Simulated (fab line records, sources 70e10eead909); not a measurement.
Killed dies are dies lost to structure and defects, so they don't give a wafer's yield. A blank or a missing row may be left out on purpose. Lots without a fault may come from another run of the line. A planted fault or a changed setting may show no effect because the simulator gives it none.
Chamber matching | flow nand_harc | NHARC_P_CONTACT_DEP_30 on pecvd-04: 3 sister chambers
The step deposits SiNx, target thk 30 nm. 6 wafers are shown with their chamber, then 7 later ones without.

WAFERS WITH THEIR CHAMBER
wafer  | chamber | heater_power_w (W)
L196.5 | 1       | 605
L205.4 | 2       | 698
L206.2 | 2       | 768
L206.5 | 0       | 812
L207.1 | 0       | 734
L207.2 | 1       | 718

WAFERS WITHOUT THEIR CHAMBER
wafer  | heater_power_w (W)
L207.3 | 725
L208.3 | 727
L208.4 | 721
L208.6 | 692
L216.2 | 813
L216.3 | 712
L216.6 | 819

WHICH CHAMBER EACH WENT THROUGH
wafer  | from the rows above          | in truth
L207.3 | can't be placed: 2 or 0 or 1 | 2
L208.3 | can't be placed: 2 or 0 or 1 | 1
L208.4 | can't be placed: 2 or 0 or 1 | 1
L208.6 | can't be placed: 1 or 2 or 0 | 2
L216.2 | can't be placed: 0 or 2 or 1 | 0
L216.3 | can't be placed: 2 or 1 or 0 | 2
L216.6 | can't be placed: 0 or 2 or 1 | 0
Placed correctly: 0 of 7. Can't be placed from these rows: 7 (the true chamber is among the candidates in 7). Placed wrongly: 0.
How it was worked out, from the rows above alone: a wafer's distance from a chamber is the root of the sum, over the readings, of the square of ((its reading less the chamber's mean) divided by the reading's scatter). The wafer belongs to the nearest chamber; if the next one is less than 2 further off, it can't be placed. A chamber's mean is the mean of its shown wafers. The scatter: the root of (the sum of the squares of (reading less its chamber's mean) over the shown wafers, divided by (wafers less chambers)).
